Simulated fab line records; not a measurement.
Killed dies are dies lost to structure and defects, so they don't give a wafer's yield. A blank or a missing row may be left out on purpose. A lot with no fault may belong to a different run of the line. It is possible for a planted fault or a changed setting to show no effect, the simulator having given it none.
Split-lot trial -- flow n5_finfet -- 39 wafers read from 7 lots, route of 1938 steps

## ABOUT THE SPLIT
At N5_BEOL_M1_DEP_57 (deposits SiCN from 3MS/NH3, target thk 8 nm, time 14 s), the setting target_thk_a was moved away from the recipe's 80 angstrom on 9 of the 39 wafers read, by -38.5% to +50.7%. All remaining wafers had this setting at the recipe value.

Reading taken at the split's own step.

## THE READING
SiCN_of_BEOL_M1_DEP_57.thk_nm (the simulator's own value, which no gauge read), in nm, at N5_BEOL_M1_DEP_57 (deposits SiCN from 3MS/NH3, target thk 8 nm, time 14 s). There is no usual value for it anywhere in the file. Average 8.1 nm, standard deviation 0.2 nm, over the 30 wafers here run with the recipe.

wafer,"tool, chamber at the split","target_thk_a as run, angstrom",against the recipe,"SiCN_of_BEOL_M1_DEP_57.thk_nm, nm",against lot-mates on the recipe
L078.1,"pecvd-01, 1",80,recipe,7.6,-
L078.2,"pecvd-01, 0,1,2",80,recipe,7.8,-
L078.4,"pecvd-01, 0,1,2",80,recipe,7.8,-
L078.6,"pecvd-01, 0,1,2",80,recipe,7.8,-
L078.3,"pecvd-01, 2,0",80,recipe,8,-
L078.5,"pecvd-01, 2,0",80,recipe,8,-
L081.1,"pecvd-01, 2,1",80,recipe,7.8,-
L081.6,"pecvd-01, 2,1",80,recipe,7.8,-
L081.2,"pecvd-01, 1",120.6,+50.7%,11.8,+3.9
L081.3,"pecvd-01, 0",80,recipe,8,-
L081.4,"pecvd-01, 0",120.6,+50.7%,12,+4.1
L081.5,"pecvd-01, 2",120.6,+50.7%,12.2,+4.3
L089.1,"pecvd-03, 2,1",80,recipe,8,-
L089.3,"pecvd-03, 2,1",80,recipe,8,-
L089.2,"pecvd-03, 0,0,2",80,recipe,8.2,-
L089.4,"pecvd-03, 0,0,2",80,recipe,8.2,-
L089.5,"pecvd-03, 0,0,2",80,recipe,8.2,-
L089.6,"pecvd-03, 1",80,recipe,8.4,-
L090.3,"pecvd-02, 2",80,recipe,8.2,-
L090.5,"pecvd-02, 2",80,recipe,8.2,-
L090.6,"pecvd-02, 0",80,recipe,8,-
L091.1,"pecvd-03, 1,2,0",80,recipe,8.2,-
L091.2,"pecvd-03, 1,2,0",80,recipe,8.2,-
L091.3,"pecvd-03, 1,2,0",80,recipe,8.2,-
L091.4,"pecvd-03, 2,0,1",80,recipe,8.4,-
L091.5,"pecvd-03, 2,0,1",80,recipe,8.4,-
L091.6,"pecvd-03, 2,0,1",80,recipe,8.4,-
L093.1,"pecvd-01, 1,0,1",49.17,-38.5%,4.8,-3.3
L093.3,"pecvd-01, 1,0,1",49.17,-38.5%,4.8,-3.3
L093.6,"pecvd-01, 1,0,1",49.17,-38.5%,4.8,-3.3
L093.2,"pecvd-01, 2",80,recipe,8,-
L093.4,"pecvd-01, 0,2",80,recipe,8.2,-
L093.5,"pecvd-01, 0,2",80,recipe,8.2,-
L094.1,"pecvd-03, 1",80,recipe,8,-
L094.2,"pecvd-03, 2,0",100.1,+25.1%,10.2,+2.1
L094.3,"pecvd-03, 2,0",100.1,+25.1%,10.2,+2.1
L094.4,"pecvd-03, 1,0",80,recipe,8.2,-
L094.6,"pecvd-03, 1,0",80,recipe,8.2,-
L094.5,"pecvd-03, 2",100.1,+25.1%,10.4,+2.3
The file does not say which wafer passed through which chamber wherever a row lists several chambers: such a row stands for several wafers.

FIT RESULTS
A straight line over all 39 wafers: SiCN_of_BEOL_M1_DEP_57.thk_nm changes by +0.0811 nm for each +1% of target_thk_a; r = +0.99; the points scatter about the line by 0.21 nm.
The same after taking each lot's own level away (the mean of its wafers on the recipe; 39 wafers): +0.0836 nm for each +1%; r = +1.00; scatter 0.12 nm.
On that fit, the largest move of target_thk_a shifts the reading by 4.2 nm.
The span of the lots' own levels, 7.83 to 8.30 nm, comes to 2.3 times the standard deviation stated above.
The two slopes agree, so the slope changes little with the lot-to-lot level.
Check: with one of the wafers moved furthest among these (+50.7%) left out of the fit, the line predicts +4.3 nm for it against its lot-mates. Against them it came out at +3.93 nm.

## THESE WAFERS: OTHER SPLITS
Note: prior to the reading, these wafers also went through further splits. Each is held against what the fit with the lots' levels taken away leaves over:
other split on the same wafers,wafers away from the commonest value,r with SiCN_of_BEOL_M1_DEP_57.thk_nm (lot level and that fit taken away)
N5_ZERO_LAYER_PECVD_02 time_s,15,+0.15
N5_FIN_SAQP_SPACER1_ALD_24 ald_cycles,9,-0.14
N5_HKMG_FIN_ALD_75 target_thk_a,18,-0.19
N5_MOL_CONTACT_COAG_SPUTTER_143 target_thk_a,12,+0.29
N5_BEOL_M0_CUTY_ETCH_63 time_s,12,+0.16

## THE FILE'S OWN FIT
SiCN_of_BEOL_M1_DEP_57.thk_nm changes by +0.0835 nm for each +1% of target_thk_a, r = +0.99.
